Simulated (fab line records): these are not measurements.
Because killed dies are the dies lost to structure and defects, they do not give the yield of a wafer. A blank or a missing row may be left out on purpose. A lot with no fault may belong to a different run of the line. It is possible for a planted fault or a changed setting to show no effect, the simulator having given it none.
A single fault, viewed from 2 desks + flow nand_harc + every desk sees just its own numbers, and what lay behind them comes last

== AT THE METROLOGY DESK ==
What the gauges read, lot by lot, whatever tool the lot ran on: means of the sampled wafers that have a number. A lot is out of limits, marked OUT, if its mean lies more than 4 standard deviations from the usual mean; the brackets give that distance.
Columns: A = cd_nm at NHARC_A_ZERO_WELL_CD_MEAS_10, usual 2000.8 nm; B = thk_nm at NHARC_A_ONON_D1_THK_MEAS_27, usual 998 nm; C = overlay_x_nm at NHARC_A_CHANNEL_HOLE_D1_OVL_MEAS_11, usual -0.3 nm; D = overlay_y_nm at NHARC_A_CHANNEL_HOLE_D1_OVL_MEAS_11, usual 0.1 nm
| lot  | first seen here | A      | B             | C    | D    |
|------|-----------------|--------|---------------|------|------|
| L405 | day 6 22:55     | 1998.7 | 998           | -0.6 | -0.6 |
| L404 | day 6 23:29     | 2000.2 | 1016          | -0.6 | 0.6  |
| L407 | day 8 08:58     | 1999.1 | 654 (-39) OUT | -    | -    |
| L409 | day 8 15:56     | 2000.2 | 1000          | 0.6  | 0.6  |
| L410 | day 9 12:19     | 2000.1 | 1002          | 1.0  | 0.1  |
| L412 | day 10 00:51    | 2001.9 | 658 (-38) OUT | -    | -    |
| L419 | day 12 23:20    | 1998.8 | 990           | 0.5  | -1.1 |
| L418 | day 12 23:58    | 2002.3 | 994           | -0.7 | 0.7  |
| L420 | day 13 11:07    | 1999.0 | 1002          | -0.4 | 0.8  |
| L421 | day 13 15:49    | 2002.8 | 1001          | -0.7 | 0.8  |
| L422 | day 14 06:15    | 2000.0 | 1001          | 1.3  | 1.8  |
| L424 | day 15 02:28    | 2003.0 | 989           | 1.7  | -0.4 |
| L425 | day 15 08:28    | 2003.0 | 1009          | 0.4  | 0.5  |
| L426 | day 16 05:22    | 1999.3 | 1007          | 0.4  | -0.8 |
Finding of this desk: L407, L412 out of limits; the first was L407 at day 9 21:01, on thk_nm at NHARC_A_ONON_D1_THK_MEAS_27. In limits: L405, L404, L409, L410, L419, L418, L420, L421, L422, L424, L425, L426.

== THE DEFECT DESK ==
What the inspections along the route counted, lot by lot: means of the sampled wafers that have a number. A lot is out of limits, marked OUT, if its mean lies more than 4 standard deviations from the usual mean; the brackets give that distance.
Columns: A = raw_defect_count at NHARC_P_BONDPAD_INSPECT_23, usual 346
| lot  | first seen here | A   |
|------|-----------------|-----|
| L405 | day 6 21:35     | 284 |
| L404 | day 6 22:10     | 285 |
| L407 | day 8 07:38     | 141 |
| L409 | day 8 14:44     | 258 |
| L410 | day 9 11:01     | 367 |
| L412 | day 9 23:36     | 375 |
| L419 | day 12 22:01    | 289 |
| L418 | day 12 22:39    | 334 |
| L420 | day 13 09:49    | 301 |
| L421 | day 13 14:38    | 303 |
| L422 | day 14 05:04    | 295 |
| L424 | day 15 01:17    | 366 |
| L425 | day 15 07:09    | 326 |
| L426 | day 16 03:59    | 897 |
This desk found nothing out of limits on any of the 14 lots.

== BROUGHT TOGETHER ==
On L407, L412, the metrology desk was in a position to raise an alarm at day 9 21:01.
No out-of-limits result turned up at the defect desk.
The defect desk has L407, L412 on record, within its limits.
All the named lots went through NHARC_A_ONON_D1_DEP_25 on pecvd_onon-04.

== WHAT THE SIMULATOR PUT IN ==
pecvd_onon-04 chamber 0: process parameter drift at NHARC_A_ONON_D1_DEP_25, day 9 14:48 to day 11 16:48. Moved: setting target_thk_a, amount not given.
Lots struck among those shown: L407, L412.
Delay in hours, fault start to first out-of-limits reading, per desk: metrology desk 6.
